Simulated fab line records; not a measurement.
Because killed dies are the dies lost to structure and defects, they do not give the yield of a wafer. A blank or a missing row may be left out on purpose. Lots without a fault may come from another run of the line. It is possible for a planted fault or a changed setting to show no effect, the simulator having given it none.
Split-lot study -- flow n5Finfet -- 39 wafers read across 7 lots, on a route 1938 steps long

ABOUT THE SPLIT
At N5_BEOL_M6_ILD_DEP_00 (deposits SiCOH lowk from DEMS/porogen, target thk 179.75 nm, time 33.4 s), the setting targetThkA was moved away from the recipe's 1797.5 angstrom on 12 of the 39 wafers read, by +16.6% to +51.0%. All remaining wafers had this setting at the recipe value.

FROM THE SPLIT TO THE READING: what the file shows between them, 1 step
- N5_BEOL_M6_CURE_74: cures SiCOH lowk, time 240 s

THE READING
M6_ILD_THK at N5_BEOL_M6_THK_MEAS_01, in nm. Typical for fault-free wafers on this fab line: 155.4 nm, with standard deviation 2.5 nm.

wafer,"tool, chamber at the split","targetThkA as run, angstrom",against the recipe,"M6_ILD_THK, nm",against lot-mates on the recipe
L078.1,"pecvd-04, 2",2714,+51.0%,233.7,+77.2
L078.2,"pecvd-04, 1",1797.5,recipe,154.6,-
L078.3,"pecvd-04, 0",1797.5,recipe,156.0,-
L078.4,"pecvd-04, 0",2714,+51.0%,240.3,+83.8
L078.5,"pecvd-04, 2",2714,+51.0%,238.8,+82.3
L078.6,"pecvd-04, 1",1797.5,recipe,159.0,-
L081.1,"pecvd-01, 2",2626,+46.1%,226.9,+70.8
L081.2,"pecvd-01, 0",2626,+46.1%,225.9,+69.8
L081.3,"pecvd-01, 1",1797.5,recipe,154.4,-
L081.4,"pecvd-01, 2",1797.5,recipe,157.0,-
L081.5,"pecvd-01, 0",2626,+46.1%,228.9,+72.8
L081.6,"pecvd-01, 1",1797.5,recipe,156.8,-
L086.1,"pecvd-03, 2",1797.5,recipe,155.2,-
L086.2,"pecvd-03, 1",1797.5,recipe,156.8,-
L086.3,"pecvd-03, 0",1797.5,recipe,154.3,-
L086.4,"pecvd-03, 1",1797.5,recipe,158.5,-
L086.5,"pecvd-03, 2",1797.5,recipe,157.3,-
L086.6,"pecvd-03, 0",1797.5,recipe,157.0,-
L089.2,"pecvd-01, 0",1797.5,recipe,157.5,-
L089.3,"pecvd-01, 2",1797.5,recipe,156.9,-
L089.6,"pecvd-01, 2",1797.5,recipe,160.3,-
L090.1,"pecvd-03, 2",2096,+16.6%,178.4,+24.1
L090.2,"pecvd-03, 1",2096,+16.6%,181.7,+27.4
L090.3,"pecvd-03, 0",1797.5,recipe,152.3,-
L090.4,"pecvd-03, 0",1797.5,recipe,153.6,-
L090.5,"pecvd-03, 1",1797.5,recipe,157.1,-
L090.6,"pecvd-03, 2",2096,+16.6%,182.5,+28.2
L092.1,"pecvd-04, 2",1797.5,recipe,151.3,-
L092.2,"pecvd-04, 1",1797.5,recipe,153.9,-
L092.3,"pecvd-04, 0",1797.5,recipe,149.8,-
L092.4,"pecvd-04, 2",1797.5,recipe,153.5,-
L092.5,"pecvd-04, 1",1797.5,recipe,156.0,-
L092.6,"pecvd-04, 0",1797.5,recipe,153.5,-
L097.1,"pecvd-04, 0",1797.5,recipe,151.8,-
L097.2,"pecvd-04, 2",2311,+28.6%,197.6,+43.6
L097.3,"pecvd-04, 1",2311,+28.6%,198.8,+44.8
L097.4,"pecvd-04, 1",1797.5,recipe,156.0,-
L097.5,"pecvd-04, 2",2311,+28.6%,200.0,+46.0
L097.6,"pecvd-04, 0",1797.5,recipe,154.3,-

FIT RESULTS
A straight line over all 39 wafers: M6_ILD_THK changes by +1.58 nm for each +1% of targetThkA; r = +1.00; the points scatter about the line by 2.4 nm.
The same after taking each lot's own level away (the mean of its wafers on the recipe; 39 wafers): +1.57 nm for each +1%; r = +1.00; scatter 1.8 nm.
Per that fit: largest targetThkA move, reading shift of 80 nm.
The span of the lots' own levels, 153.00 to 158.23 nm, comes to 2.1 times the standard deviation stated above.
The two slopes are in agreement: the lot-to-lot level therefore moves the slope only a little.
Check: +80.6 nm against its lot-mates is what the line predicts for one of the wafers moved furthest among these (+51.0%) when that wafer is left out of the fit. Against them it came out at +77.2 nm.

OTHER SPLITS ON THESE WAFERS
Before the reading, these wafers also passed through other splits. Each is held against what the fit with the lots' levels taken away leaves over:
other split on the same wafers,wafers away from the commonest value,r with M6_ILD_THK (lot level and that fit taken away)
N5_BEOL_M2_TRENCH_ETCH_37 targetDepthA,12,-0.08

THE WHOLE CHAIN: every reading that the file lists as answering this split, in the file's order
step,what it does,reading,change (the file's fit),r (the file's)
N5_BEOL_M6_ILD_DEP_00,"deposits SiCOH lowk from DEMS/porogen, target thk 179.75 nm, time 33.4 s","SiCOH_lowk_of_BEOL_M6_ILD_DEP_00.thkNm (the simulator's own value, which no gauge read)",+1.79 nm for each +1% of the setting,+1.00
N5_BEOL_M6_CURE_74,"cures SiCOH lowk, time 240 s","SiCOH_lowk_of_BEOL_M6_ILD_DEP_00.thkNm (the simulator's own value, which no gauge read)",+1.57 nm for each +1% of the setting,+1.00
N5_BEOL_M6_THK_MEAS_01,,M6_ILD_THK,+1.57 for each +1% of the setting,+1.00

THE FILE'S OWN FIT
M6_ILD_THK changes by +1.57 nm for each +1% of targetThkA, r = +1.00.
